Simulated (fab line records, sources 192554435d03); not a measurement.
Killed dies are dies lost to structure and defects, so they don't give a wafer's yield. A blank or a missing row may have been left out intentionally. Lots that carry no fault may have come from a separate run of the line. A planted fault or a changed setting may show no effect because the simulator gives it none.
Matching of chambers | flow n5-finfet | N5_BEOL_M9_VIA_ETCH_34 on rie-diel-05 has 4 sister chambers
The step etches SiCOH lowk in C4F6/O2, target depth 182.4 nm, time 68.4 s. 16 wafers are shown with their chamber, then 8 later ones without.

== WAFERS, EACH WITH ITS CHAMBER ==
wafer  | chamber | drypump-motor-current-A (A) | rf-vpp-V (V) | throttle-valve-pct (%)
L077.2 | 0       | 5.9                         | 644          | 20.93
L077.3 | 3       | 4.7                         | 667          | 20.94
L077.4 | 1       | 5.2                         | 677          | 21.35
L082.1 | 2       | 6.4                         | 681          | 21.39
L082.2 | 0       | 5.8                         | 644          | 20.95
L082.5 | 0       | 5.8                         | 644          | 20.92
L081.1 | 3       | 4.7                         | 666          | 20.96
L081.4 | 2       | 6.4                         | 681          | 21.40
L081.5 | 0       | 5.8                         | 644          | 20.92
L085.3 | 2       | 6.4                         | 681          | 21.41
L085.4 | 1       | 5.2                         | 677          | 21.35
L085.5 | 3       | 4.7                         | 666          | 20.96
L086.3 | 2       | 6.4                         | 680          | 21.41
L086.5 | 2       | 6.3                         | 679          | 21.40
L086.6 | 1       | 5.2                         | 676          | 21.37
L093.1 | 1       | 5.2                         | 678          | 21.41

SIGNATURES, as means of the wafers listed above
reading                 | chamber 0 | chamber 1 | chamber 2 | chamber 3 | scatter within a chamber
drypump-motor-current-A | 5.825     | 5.200     | 6.380     | 4.700     | 0.0359
rf-vpp-V                | 644.00    | 677.00    | 680.40    | 666.33    | 0.699
throttle-valve-pct      | 20.9300   | 21.3700   | 21.4020   | 20.9533   | 0.0172
Rule: for each reading, subtract the chamber's mean from the wafer's reading, divide by that reading's scatter and square the result; add these up over the readings and take the root, which gives the wafer's distance from the chamber. If the next closest chamber is less than 2 further off than the closest, the wafer can't be placed; otherwise it belongs to the closest. The scatter is the square root of a quotient: the sum, over the shown wafers, of each reading's squared deviation from its chamber's mean, divided by wafers minus chambers.

== WAFERS WITH NO CHAMBER GIVEN ==
wafer  | drypump-motor-current-A (A) | rf-vpp-V (V) | throttle-valve-pct (%)
L093.3 | 4.7                         | 666          | 20.98
L093.5 | 6.3                         | 680          | 21.42
L091.1 | 5.2                         | 678          | 21.42
L091.2 | 5.8                         | 644          | 20.98
L091.4 | 4.7                         | 665          | 20.97
L097.3 | 6.3                         | 681          | 21.42
L097.5 | 5.9                         | 644          | 20.98
L097.6 | 5.2                         | 679          | 21.39

== WHICH CHAMBER EACH WENT THROUGH ==
wafer  | from the rows above | in truth
L093.3 | 3                   | 3
L093.5 | 2                   | 2
L091.1 | 1                   | 1
L091.2 | 0                   | 0
L091.4 | 3                   | 3
L097.3 | 2                   | 2
L097.5 | 0                   | 0
L097.6 | 1                   | 1
Placed correctly: 8 of 8. Not placeable from these rows: 0. Placed wrongly: 0.
